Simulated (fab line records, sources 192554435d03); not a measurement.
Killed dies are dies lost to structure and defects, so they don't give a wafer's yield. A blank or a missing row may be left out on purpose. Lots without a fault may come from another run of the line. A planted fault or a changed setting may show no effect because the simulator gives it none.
Chamber matching | flow n5_finfet | N5_FIN_SAQP_ETCH_52 on rie_diel-03: 4 sister chambers
The step etches SOC in N2/H2, target depth 100 nm, overetch 20 nm, time 150 s. 8 wafers are shown with their chamber, then 10 later ones without.

WAFERS WITH THEIR CHAMBER
wafer  | chamber | showerhead_plenum_p_Torr (Torr) | drypump_motor_current_A (A)
L082.5 | 1       | 2.52                            | 6.4
L087.3 | 2       | 2.67                            | 5.5
L087.6 | 0       | 2.51                            | 5.0
L089.1 | 0       | 2.51                            | 5.1
L089.2 | 3       | 2.45                            | 5.9
L089.4 | 1       | 2.51                            | 6.3
L090.1 | 2       | 2.67                            | 5.5
L090.2 | 3       | 2.45                            | 6.0

WAFERS WITHOUT THEIR CHAMBER
wafer  | showerhead_plenum_p_Torr (Torr) | drypump_motor_current_A (A)
L090.3 | 2.51                            | 6.3
L093.3 | 2.66                            | 5.5
L093.4 | 2.51                            | 6.3
L093.6 | 2.45                            | 6.0
L095.2 | 2.44                            | 6.0
L095.3 | 2.66                            | 5.5
L095.6 | 2.66                            | 5.5
L096.1 | 2.44                            | 5.9
L096.2 | 2.66                            | 5.5
L096.5 | 2.44                            | 5.9

WHICH CHAMBER EACH WENT THROUGH
wafer  | from the rows above | in truth
L090.3 | 1                   | 1
L093.3 | 2                   | 2
L093.4 | 1                   | 1
L093.6 | 3                   | 3
L095.2 | 3                   | 3
L095.3 | 2                   | 2
L095.6 | 2                   | 2
L096.1 | 3                   | 3
L096.2 | 2                   | 2
L096.5 | 3                   | 3
Placed correctly: 10 of 10. Can't be placed from these rows: 0. Placed wrongly: 0.
How it was worked out, from the rows above alone: a wafer's distance from a chamber is the root of the sum, over the readings, of the square of ((its reading less the chamber's mean) divided by the reading's scatter). The wafer belongs to the nearest chamber; if the next one is less than 2 further off, it can't be placed. A chamber's mean is the mean of its shown wafers. The scatter: the root of (the sum of the squares of (reading less its chamber's mean) over the shown wafers, divided by (wafers less chambers)).
